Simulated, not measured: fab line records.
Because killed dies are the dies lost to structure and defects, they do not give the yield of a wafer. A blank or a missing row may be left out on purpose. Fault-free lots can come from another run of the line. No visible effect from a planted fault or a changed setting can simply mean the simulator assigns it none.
fab line records	flow n5_finfet	part 1 of 2: steps 1 to 4 of 6
[record] lots = 21	wafers = 63	last_day = 18
route steps=1938 shown MOL_CONTACT_COAG@615 BEOL_M0_SAQP@675
lots with no fault: from the same line, run without faults
start_h: hours from the record's opening day to when the first of the lot's shown wafers began	wait_h: hours elapsed since this lot's preceding step	" same as the row above	L1.1+2: one row covering several wafers at once	- no value, or no start given	* or withheld: withheld	< > ~ a bound
route shown NAME@n: a module of which the file shows steps, and the number in the route of the first	usual: average and standard deviation across the fault-free wafers	same: alike in all rows	chamber/n: place in a boat	sites: the reading at each site	_std_site: the values' standard deviation	_edge_site: inner sites' mean taken away from outer sites' mean	radius_mm: for every site, how far away it sits from the centre of the wafer	mask NAME#n: copy n	behind: the most recent tool/chamber to have shaped the wafer	hold: cause of the lot's hold/its duration in hours/its outcome	device: whichever transistor did not switch (one of n, p or np)	end of line: the tests these same wafers got at the end of their route	for a step that has no rows: nothing shown but its recipe	killed: dies lost to structure and defects at the first sort, not the wafer's yield	map: the dies of a wafer, with x for killed, . for not killed, _ for no die there
set.NAME: the setting that was run; set.NAME@STEP: the one run at that earlier step	model.NAME: the simulator's own value behind a step, which no gauge read
a sample of lots followed through the steps of the route, with each step as a table and each wafer as a row
services: from which hour (start_h, from the record's first day; less than 0 if before it) a tool's chamber was out of use, for how many hours, and why
[[steps]]
[step N5_MOL_CONTACT_COAG_VIA_ETCH_117]
[recipe] chemistry = C4F6/O2	target_depth_a = 400	overetch_a = 80	mask_material = SOC	target = SiO2	bias_w = 455	pressure_mtorr = 10	time_s = 26	source_w = 325	Ar_flow_sccm = 300	C4F6_flow_sccm = 10	O2_flow_sccm = 10	ion_energy_ev = 575.3	ends = end_point
[usual] drypump_motor_current_A = 5.7/0.4	mfc_ar_sccm = 299.9/0.98	oes_product_au = 0.71/0.086	rf_vpp_V = 1562/40	showerhead_plenum_p_Torr = 2.82/0.12	throttle_valve_pct = 41.0/0.42
lot.wafer	tool	chamber	start_h	wait_h	drypump_motor_current_A	mfc_ar_sccm	oes_product_au	rf_hours_counter_h	rf_vpp_V	showerhead_plenum_p_Torr	throttle_valve_pct
L075.2	rie_diel-04	3	110.52	0.0	6.1	301.7	0.61	248	1608	2.80	40.5
L075.5	"	3	"	"	6.1	300.4	0.61	-	1605	2.80	40.5
L075.6	"	0	"	"	5.6	299.3	0.81	-	1599	3.01	40.9
L076.1	rie_diel-05	1	115.01	0.0	6.1	301.0	0.70	134	1588	2.95	41.1
L076.4	"	1	"	"	6.1	299.4	0.70	-	1589	2.95	41.1
L076.6	"	0	"	"	5.1	299.3	0.62	-	1483	2.94	40.8
L077.2	rie_diel-05	2	124.40	0.0	5.5	300.6	0.68	153	1583	2.60	40.6
L077.3	"	0	"	"	5.1	298.1	0.63	248	1481	2.94	40.8
L077.4	"	1	"	"	6.1	299.8	0.70	137	1588	2.95	41.1
L078.3	rie_diel-04	1	128.58	0.0	5.4	299.4	0.64	203	1568	2.94	41.0
L078.4	"	1	"	"	5.5	299.0	0.64	-	1566	2.94	41.0
L078.6	"	2	"	"	5.3	299.5	0.63	-	1547	2.81	41.4
L079.1	rie_diel-02	2	132.63	0.0	5.6	298.2	0.63	221	1513	2.80	41.2
L079.4	"	2	"	"	5.6	298.6	0.63	-	1514	2.80	41.2
L079.6	"	3	"	"	6.5	300.0	0.64	-	1543	2.85	41.6
L080.1	rie_diel-05	1	135.38	0.0	6.2	299.3	0.69	141	1588	2.94	41.1
L080.2	"	2	"	"	5.5	300.3	0.68	157	1585	2.59	40.6
L080.3	"	3	"	"	5.5	299.1	0.84	7	1550	2.82	41.6
L081.2	rie_diel-05	3	144.60	0.0	5.5	299.2	0.83	8	1551	2.82	41.6
L081.4	"	3	"	"	5.5	300.0	0.83	-	1551	2.82	41.6
L081.6	"	1	"	"	6.2	300.3	0.70	-	1589	2.94	41.1
L082.2	rie_diel-05	3	151.27	0.0	5.6	298.9	0.83	12	1551	2.82	41.6
L082.3	"	1	"	"	6.2	300.0	0.69	146	1587	2.94	41.1
L082.6	"	2	"	"	5.5	300.6	0.67	-	1585	2.59	40.6
L084.1	rie_diel-04	3	159.54	0.0	6.1	299.7	0.88	2	1606	2.80	41.1
L084.2	"	0	"	"	5.6	300.6	0.78	42	1597	3.00	40.9
L084.5	"	2	"	"	5.3	301.3	0.63	-	1547	2.81	41.4
L085.4	rie_diel-05	2	175.01	0.0	5.4	299.6	0.67	170	1582	2.59	40.6
L085.5	"	1	"	"	6.1	300.4	0.69	-	1588	2.94	41.1
L085.6	"	2	"	"	5.5	299.5	0.66	-	1585	2.59	40.6
L086.2	rie_diel-02	0	177.07	0.0	6.1	300.5	0.62	213	1509	2.72	41.3
L086.4	"	0	"	"	6.1	300.2	0.62	-	1508	2.72	41.3
L086.6	"	2	"	"	5.6	299.8	0.62	-	1513	2.79	41.2
L088.1	rie_diel-05	2	188.25	0.0	5.5	299.2	0.66	175	1584	2.59	40.6
L088.2	"	0	"	"	5.1	299.0	0.83	10	1483	2.93	40.2
L088.3	"	1	"	"	6.2	300.0	0.68	159	1589	2.94	41.1
L089.1	rie_diel-02	0	190.12	0.0	6.1	302.0	0.62	217	1509	2.72	41.3
L089.3	"	3	"	"	6.6	299.0	0.63	213	1541	2.84	41.6
L089.4	"	1	"	"	5.9	299.4	0.84	14	1623	2.88	40.7
L090.2	rie_diel-05	0	197.30	0.0	5.1	300.0	0.81	14	1482	2.93	40.2
L090.3	"	1	"	"	6.2	299.4	0.68	163	1587	2.93	41.1
L090.5	"	0	"	"	5.1	299.6	0.81	-	1480	2.93	40.2
L091.3	rie_diel-05	2	200.08	0.0	5.4	300.9	0.66	180	1583	2.58	40.6
L091.4	"	3	"	"	5.6	298.6	0.80	29	1550	2.81	41.6
L091.6	"	1	"	"	6.2	299.5	0.68	-	1589	2.93	41.1
L092.2	rie_diel-02	1	214.50	0.0	5.9	301.3	0.81	24	1623	2.88	40.6
L092.4	"	1	"	"	5.9	300.3	0.82	-	1622	2.88	40.7
L092.6	"	0	"	"	6.2	300.9	0.61	-	1509	2.72	41.3
L093.1	rie_diel-04	0	216.65	0.0	5.6	300.8	0.75	66	1597	2.99	41.0
L093.4	"	0	"	"	5.6	301.9	0.75	-	1598	2.98	41.0
L093.6	"	3	"	"	6.0	301.0	0.81	-	1605	2.79	41.1
L094.1	rie_diel-02	0	221.15	0.0	6.1	299.1	0.61	230	1509	2.72	41.3
L094.2	"	1	"	"	5.9	299.0	0.81	28	1621	2.88	40.7
L094.3	"	3	"	"	6.5	302.1	0.62	225	1541	2.83	41.6
L095.3	rie_diel-05	0	234.20	0.0	5.1	300.4	0.79	29	1483	2.92	40.2
L095.5	"	0	"	"	5.1	299.8	0.78	-	1481	2.92	40.2
L095.6	"	1	"	"	6.2	300.7	0.68	-	1588	2.93	41.1
L096.2	rie_diel-05	0	237.66	0.0	5.1	299.1	0.78	31	1482	2.92	40.2
L096.3	"	1	"	"	6.1	298.9	0.66	180	1587	2.93	41.1
L096.5	"	3	"	"	5.5	299.8	0.78	-	1549	2.81	41.6
L097.2	rie_diel-02	2	238.17	0.0	5.6	298.8	0.86	4	1511	2.79	40.7
L097.4	"	0	"	"	6.2	301.6	0.61	237	1510	2.71	41.3
L097.5	"	1	"	"	5.9	299.1	0.80	-	1621	2.87	40.7
[step N5_MOL_CONTACT_COAG_ETCH_124]
[recipe] chemistry = CH3F/O2	target = SiNx	target_depth_a = 65	mask_material = SOC	stop_on = SiOC	over_etch_frac = 0.3	ion_energy_ev = 120	pressure_mtorr = 30	source_w = 395	bias_w = 73	Ar_flow_sccm = 150	CH3F_flow_sccm = 30	O2_flow_sccm = 20	ends = end_point
[usual] drypump_motor_current_A = 5.7/0.4	mfc_ar_sccm = 150.0/0.46	oes_product_au = 0.68/0.085	rf_vpp_V = 292/7.9	showerhead_plenum_p_Torr = 1.99/0.09	throttle_valve_pct = 16.24/0.21
[same] over_etch_frac = 0.3
lot.wafer	tool	chamber	start_h	wait_h	drypump_motor_current_A	mfc_ar_sccm	oes_product_au	rf_hours_counter_h	rf_vpp_V	showerhead_plenum_p_Torr	throttle_valve_pct
L075.2	rie_diel-04	3	110.55	0.0	6.0	150.3	0.57	248	302	1.97	16.25
L075.5	"	3	"	"	6.0	149.2	0.57	-	300	1.97	16.25
L075.6	"	0	"	"	5.6	149.9	0.78	-	300	2.12	16.17
L076.1	rie_diel-05	1	115.04	0.0	6.2	150.3	0.66	134	296	2.08	16.34
L076.4	"	1	"	"	6.1	149.7	0.66	-	297	2.08	16.34
L076.6	"	0	"	"	5.1	149.9	0.60	-	277	2.07	16.34
L077.2	rie_diel-05	2	124.42	0.0	5.5	150.0	0.64	153	297	1.82	16.13
L077.3	"	0	"	"	5.1	150.4	0.60	248	277	2.07	16.36
L077.4	"	1	"	"	6.2	150.0	0.67	137	298	2.08	16.33
L078.3	rie_diel-04	1	128.61	0.0	5.5	151.1	0.61	203	293	2.08	16.17
L078.4	"	1	"	"	5.5	150.9	0.60	-	294	2.08	16.16
L078.6	"	2	"	"	5.3	149.8	0.60	-	289	1.98	16.55
L079.1	rie_diel-02	2	132.66	0.0	5.6	149.9	0.59	221	282	1.97	16.48
L079.4	"	2	"	"	5.6	149.9	0.59	-	284	1.97	16.47
L079.6	"	3	"	"	6.6	149.7	0.60	-	288	2.00	16.18
L080.1	rie_diel-05	1	135.40	0.0	6.1	149.7	0.66	141	299	2.08	16.34
L080.2	"	2	"	"	5.4	149.9	0.64	157	297	1.82	16.13
L080.3	"	3	"	"	5.5	149.6	0.81	7	290	1.98	16.41
L081.2	rie_diel-05	3	144.62	0.0	5.5	150.0	0.81	8	290	1.98	16.41
L081.4	"	3	"	"	5.5	150.3	0.81	-	291	1.98	16.41
L081.6	"	1	"	"	6.1	150.4	0.66	-	296	2.08	16.36
L082.2	rie_diel-05	3	151.30	0.0	5.5	151.0	0.80	12	291	1.98	16.43
L082.3	"	1	"	"	6.2	149.5	0.66	146	298	2.08	16.35
L082.6	"	2	"	"	5.5	150.5	0.64	-	296	1.82	16.16
L084.1	rie_diel-04	3	159.57	0.0	6.0	149.2	0.83	2	303	1.97	15.84
L084.2	"	0	"	"	5.6	149.6	0.75	42	300	2.12	16.21
L084.5	"	2	"	"	5.3	150.1	0.60	-	289	1.97	16.56
L085.4	rie_diel-05	2	175.04	0.0	5.4	150.1	0.62	170	298	1.82	16.17
L085.5	"	1	"	"	6.1	150.4	0.65	-	297	2.07	16.37
L085.6	"	2	"	"	5.5	150.2	0.63	-	297	1.82	16.19
L086.2	rie_diel-02	0	177.10	0.0	6.1	149.6	0.58	213	283	1.91	16.27
L086.4	"	0	"	"	6.1	149.7	0.59	-	283	1.91	16.25
L086.6	"	2	"	"	5.6	149.8	0.59	-	283	1.96	16.51
L088.1	rie_diel-05	2	188.27	0.0	5.5	149.7	0.62	175	296	1.82	16.19
L088.2	"	0	"	"	5.1	149.4	0.80	10	277	2.06	15.87
L088.3	"	1	"	"	6.1	150.3	0.65	159	297	2.07	16.39
L089.1	rie_diel-02	0	190.15	0.0	6.1	150.2	0.59	217	283	1.91	16.28
L089.3	"	3	"	"	6.6	149.5	0.60	213	289	2.00	16.22
L089.4	"	1	"	"	5.9	149.8	0.79	14	305	2.03	15.83
L090.2	rie_diel-05	0	197.33	0.0	5.1	149.8	0.78	14	276	2.06	15.88
L090.3	"	1	"	"	6.1	149.8	0.65	163	297	2.07	16.40
L090.5	"	0	"	"	5.1	150.0	0.79	-	277	2.06	15.89
L091.3	rie_diel-05	2	200.11	0.0	5.4	149.7	0.62	180	296	1.81	16.18
L091.4	"	3	"	"	5.5	149.8	0.77	29	290	1.97	16.46
L091.6	"	1	"	"	6.2	149.7	0.64	-	298	2.07	16.39
L092.2	rie_diel-02	1	214.53	0.0	5.9	150.3	0.78	24	305	2.03	15.84
L092.4	"	1	"	"	5.9	149.9	0.78	-	303	2.03	15.85
L092.6	"	0	"	"	6.1	150.2	0.58	-	282	1.90	16.29
L093.1	rie_diel-04	0	216.68	0.0	5.5	149.7	0.71	66	300	2.11	16.26
L093.4	"	0	"	"	5.6	148.9	0.71	-	301	2.11	16.25
L093.6	"	3	"	"	6.1	149.5	0.78	-	302	1.96	15.90
L094.1	rie_diel-02	0	221.18	0.0	6.1	149.6	0.58	231	283	1.90	16.30
L094.2	"	1	"	"	5.9	150.1	0.77	28	305	2.03	15.86
L094.3	"	3	"	"	6.5	150.5	0.59	225	287	1.99	16.25
L095.3	rie_diel-05	0	234.23	0.0	5.1	150.5	0.74	29	276	2.06	15.91
L095.5	"	0	"	"	5.1	150.4	0.76	-	278	2.06	15.90
L095.6	"	1	"	"	6.1	150.3	0.64	-	298	2.06	16.43
L096.2	rie_diel-05	0	237.69	0.0	5.1	149.8	0.76	31	277	2.06	15.89
L096.3	"	1	"	"	6.2	150.6	0.63	180	295	2.06	16.42
L096.5	"	3	"	"	5.6	150.5	0.76	-	291	1.97	16.47
L097.2	rie_diel-02	2	238.20	0.0	5.6	150.5	0.82	4	282	1.96	16.05
L097.4	"	0	"	"	6.1	149.5	0.58	237	281	1.90	16.30
L097.5	"	1	"	"	5.9	150.6	0.76	-	305	2.03	15.89
[step N5_MOL_CONTACT_COAG_CVD_140]
[recipe] material = W	target_thk_a = 665	mode = selective_fill	temp_c = 300	time_s = 215
[usual] heater_power_outer_w = 266/9	heater_power_w = 483/35
lot.wafer	tool	chamber	start_h	wait_h	heater_power_outer_w	heater_power_w
L075.2	cvd_w-01	0	111.00	0.1	264	460
L075.5	"	0	"	"	260	465
L075.6	"	1	"	"	262	457
L076.1	cvd_w-01	1	115.50	0.1	265	455
L076.4	"	1	"	"	262	446
L076.6	"	0	"	"	256	448
L077.2	cvd_w-01	1	124.88	0.1	263	456
L077.3	"	0	"	"	257	448
L077.4	"	1	"	"	265	460
L078.3	cvd_w-01	1	129.14	0.1	257	458
L078.4	"	0	"	"	266	455
L078.6	"	1	"	"	262	458
L079.1	cvd_w-02	0	133.11	0.1	282	534
L079.4	"	0	"	"	282	526
L079.6	"	1	"	"	269	533
L080.1	cvd_w-01	1	135.86	0.1	266	468
L080.2	"	0	"	"	261	460
L080.3	"	0	"	"	253	453
L081.2	cvd_w-02	0	145.38	0.1	284	520
L081.4	"	1	"	"	269	524
L081.6	"	1	"	"	269	518
L082.2	cvd_w-01	0	151.76	0.1	259	467
L082.3	"	1	"	"	267	456
L082.6	"	1	"	"	265	459
L084.1	cvd_w-01	0	160.06	0.1	263	446
L084.2	"	1	"	"	264	472
L084.5	"	1	"	"	265	462
L085.4	cvd_w-02	0	175.57	0.1	282	548
L085.5	"	1	"	"	268	536
L085.6	"	0	"	"	291	525
L086.2	cvd_w-01	1	177.55	0.1	268	467
L086.4	"	0	"	"	265	460
L086.6	"	1	"	"	270	475
L088.1	cvd_w-02	1	188.73	0.1	268	544
L088.2	"	0	"	"	289	537
L088.3	"	0	"	"	275	519
L089.1	cvd_w-01	1	190.60	0.1	267	465
L089.3	"	1	"	"	258	460
L089.4	"	0	"	"	253	459
L090.2	cvd_w-02	0	197.78	0.1	284	529
L090.3	"	0	"	"	286	537
L090.5	"	0	"	"	276	529
L091.3	cvd_w-01	1	200.64	0.1	267	457
L091.4	"	0	"	"	259	447
L091.6	"	0	"	"	257	456
L092.2	cvd_w-01	0	215.57	0.2	260	466
L092.4	"	0	"	"	263	454
L092.6	"	0	"	"	264	472
L093.1	cvd_w-01	0	217.22	0.1	257	460
L093.4	"	0	"	"	258	459
L093.6	"	0	"	"	267	450
L094.1	cvd_w-02	0	221.64	0.1	286	529
L094.2	"	1	"	"	269	532
L094.3	"	0	"	"	284	536
L095.3	cvd_w-01	0	234.77	0.1	258	453
L095.5	"	1	"	"	270	469
L095.6	"	0	"	"	265	463
L096.2	cvd_w-02	0	238.14	0.1	286	531
L096.3	"	0	"	"	286	523
L096.5	"	1	"	"	273	537
L097.2	cvd_w-01	1	238.65	0.1	267	455
L097.4	"	0	"	"	264	458
L097.5	"	1	"	"	266	454
[step N5_BEOL_M0_SAQP_RECESS_109]
[recipe] chemistry = HF/NH3	target = SiO2	target_depth_a = 30	afs_cycles = 1	temp_c = 30	sublimation_temp_c = 180	sublimation_time_s = 60
[usual] drypump_motor_current_A = 5.85/0.15	temp_c = 29.99/0.11
lot.wafer	tool	chamber	start_h	wait_h	drypump_motor_current_A	temp_c
L075.2	vapor_etch-02	0	121.15	0.0	5.82	29.91
L075.5	"	0	"	"	5.82	29.87
L075.6	"	1	"	"	5.69	30.40
L076.1	vapor_etch-01	0	123.23	0.0	5.70	29.77
L076.4	"	0	"	"	5.72	29.90
L076.6	"	1	"	"	6.09	29.95
L077.2	vapor_etch-02	0	132.68	0.0	5.83	29.96
L077.3	"	0	"	"	5.83	29.84
L077.4	"	1	"	"	5.72	29.86
L078.3	vapor_etch-02	0	138.18	0.1	5.82	30.06
L078.4	"	1	"	"	5.69	30.08
L078.6	"	0	"	"	5.83	29.92
L079.1	vapor_etch-01	1	141.23	0.0	6.09	29.97
L079.4	"	0	"	"	5.70	29.89
L079.6	"	1	"	"	6.07	30.13
L080.1	vapor_etch-02	1	145.47	0.0	5.70	29.93
L080.2	"	0	"	"	5.84	30.10
L080.3	"	0	"	"	5.83	30.01
L081.2	vapor_etch-01	0	152.95	0.0	5.77	29.95
L081.4	"	0	"	"	5.79	29.96
L081.6	"	1	"	"	6.09	29.89
L082.2	vapor_etch-01	1	160.76	0.0	6.09	30.09
L082.3	"	1	"	"	6.10	29.95
L082.6	"	0	"	"	5.76	29.91
L084.1	vapor_etch-02	1	171.45	0.0	5.72	30.07
L084.2	"	0	"	"	5.82	30.07
L084.5	"	1	"	"	5.70	30.08
L085.4	vapor_etch-02	1	184.22	0.1	5.71	29.97
L085.5	"	1	"	"	5.69	30.01
L085.6	"	0	"	"	5.82	30.00
L086.2	vapor_etch-01	1	188.51	0.0	6.07	29.84
L086.4	"	1	"	"	6.08	29.92
L086.6	"	1	"	"	6.08	29.82
L088.1	vapor_etch-01	0	196.24	0.0	5.76	30.15
L088.2	"	1	"	"	6.07	29.99
L088.3	"	0	"	"	5.74	30.18
L089.1	vapor_etch-02	0	201.30	0.0	5.84	30.02
L089.3	"	1	"	"	5.72	29.99
L089.4	"	0	"	"	5.82	30.20
L090.2	vapor_etch-01	1	205.77	0.0	6.09	29.95
L090.3	"	1	"	"	6.07	30.12
L090.5	"	0	"	"	5.76	30.08
L091.3	vapor_etch-02	0	211.34	0.1	5.84	30.08
L091.4	"	1	"	"	5.71	30.06
L091.6	"	0	"	"	5.82	30.04
L092.2	vapor_etch-01	0	225.08	0.0	5.79	30.15
L092.4	"	0	"	"	5.74	30.03
L092.6	"	1	"	"	6.08	29.94
L093.1	vapor_etch-01	0	227.52	0.0	5.70	29.89
L093.4	"	1	"	"	6.08	30.07
L093.6	"	0	"	"	5.77	29.92
L094.1	vapor_etch-01	0	229.25	0.0	5.77	29.90
L094.2	"	1	"	"	6.09	29.90
L094.3	"	1	"	"	6.06	29.83
L095.3	vapor_etch-01	1	243.18	0.1	6.09	29.94
L095.5	"	0	"	"	5.75	29.91
L095.6	"	1	"	"	6.03	29.92
L096.2	vapor_etch-01	0	249.02	0.0	5.75	29.99
L096.3	"	1	"	"	6.09	30.02
L096.5	"	1	"	"	6.04	29.81
L097.2	vapor_etch-02	0	249.89	0.0	5.83	30.07
L097.4	"	1	"	"	5.70	30.09
L097.5	"	0	"	"	5.83	30.07
